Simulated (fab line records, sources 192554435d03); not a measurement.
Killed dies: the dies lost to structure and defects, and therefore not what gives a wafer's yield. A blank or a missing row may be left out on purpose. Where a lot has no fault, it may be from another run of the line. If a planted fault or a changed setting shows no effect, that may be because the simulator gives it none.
A struck lot beside a sound one    flow n5-finfet    14 out of 1938 route steps
Sound: the wafers L419.2, L419.4, L419.6. Struck: wafer L431.2; the same lot's L431.5 was not struck, so it is left out; see the end for the cause.
At each step with rows: each side's tool, then ch and its chambers, then its first start. Under that, the readings that differ: sound wafers    struck wafers    difference of the means    sigmas: that difference in standard deviations of wafers without a fault.
alike: readings with means less than 2 such deviations apart, plus words and numbers identical on both sides. not compared: withheld readings, readings lacking a value on some wafer, bounds such as >300 that could conceal the same value, and numbers that have no deviation in the record and whose values overlap.
The two part at a step that has a row with sigmas, a row that says differs or no value, or rows on one side only. Non-overlapping numbers with no deviation appear without sigmas and do not part them. A reading that every wafer of one side lacks parts them only if that side has two wafers or more.

N5_BEOL_M7_CURE_75: cures SiCOH lowk, time 120 s.
  sound on uv-cure-01 ch 0, day 10 13:19; struck on uv-cure-01 ch 2, day 16 06:14
reading           sound              struck  difference  sigmas
wafer_temp_C_max  371.7 372.5 372.2  370.7   -1.4        -2
  alike: lamp-power-pct
N5_BEOL_M7_DEGAS_44: time 60 s.
  sound on pvd-sputter-01 at day 10 15:35; struck on pvd-sputter-03 at day 16 06:37
  alike: heater-power-w
N5_BEOL_M7_PRE_CLEAN_45: time 30 s.
  sound on pvd-sputter-01 at day 10 15:38; struck on pvd-sputter-03 at day 16 06:39
  alike: heater-power-w
then, 1 step without rows for these wafers: N5_BEOL_M7_ALD_77 (deposits TaN, target thk 2 nm, pulse time 2 s, purge time 3 s).
N5_BEOL_M7_SURFACE_TREAT_79:
  sound on pvd-sputter-03 at day 10 16:01; struck on pvd-sputter-01 at day 16 07:08
  not compared: throttle-valve-pct
then, 1 step without rows for these wafers: N5_BEOL_M7_CVD_78 (deposits Co from CCTBA/H2, target thk 2 nm, time 142.3 s).
N5_BEOL_M7_SPUTTER_48: material Cu, target thk 10 nm, time 1.667 s.
  sound on pvd-sputter-01 at day 10 16:15; struck on pvd-sputter-03 at day 16 07:20
reading                 sound           struck  difference  sigmas
throttle-valve-pct (%)  30.0 28.3 30.4  32.5    +2.9        +2
then, 3 steps without rows for these wafers: N5_BEOL_M7_ECD_50 (material Cu, target thk 300 nm); N5_BEOL_M7_ANNEAL_51 (time 90 s); N5_BEOL_M7_CMP_52 (polishes, stops on SiCOH lowk, t overpolish 6.9 s, target thk 80 nm).
N5_BEOL_M7_THK_MEAS_53: measures by xrf.
  sound on film-metro-01 at day 10 17:10; struck on film-metro-01 at day 16 08:32
  alike: M7_THK
then, 1 step without rows for these wafers: N5_BEOL_M7_PRE_CLEAN_55 (time 15 s).
N5_BEOL_M7_DEP_56: deposits SiCN from 3MS/NH3, target thk 10 nm, time 17.5 s.
  sound on pecvd-01 ch 0,2, day 10 17:14; struck on pecvd-04 ch 1, day 16 08:36
reading                                   sound           struck  difference  sigmas
model.SiCN_of_BEOL_M7_DEP_56.thk-nm (nm)  10.2 10.2 10.2  8       -2          
  alike: showerhead-plenum-p-Torr, throttle-valve-pct
  not compared: since-wet-clean-h
N5_BEOL_M7_RS_MEAS_57: the measuring method here is four-point-probe.
  sound on film-metro-01 at day 10 17:18; struck on film-metro-02 at day 16 08:40
  alike: M7_RS

WHERE THEY PART
First at N5_BEOL_M7_CURE_75; last, within this record, at N5_BEOL_M7_SPUTTER_48. Later steps at which nothing parts them and some readings are alike: N5_BEOL_M7_THK_MEAS_53, N5_BEOL_M7_DEP_56, N5_BEOL_M7_RS_MEAS_57.

WHY: the cause the simulator had injected
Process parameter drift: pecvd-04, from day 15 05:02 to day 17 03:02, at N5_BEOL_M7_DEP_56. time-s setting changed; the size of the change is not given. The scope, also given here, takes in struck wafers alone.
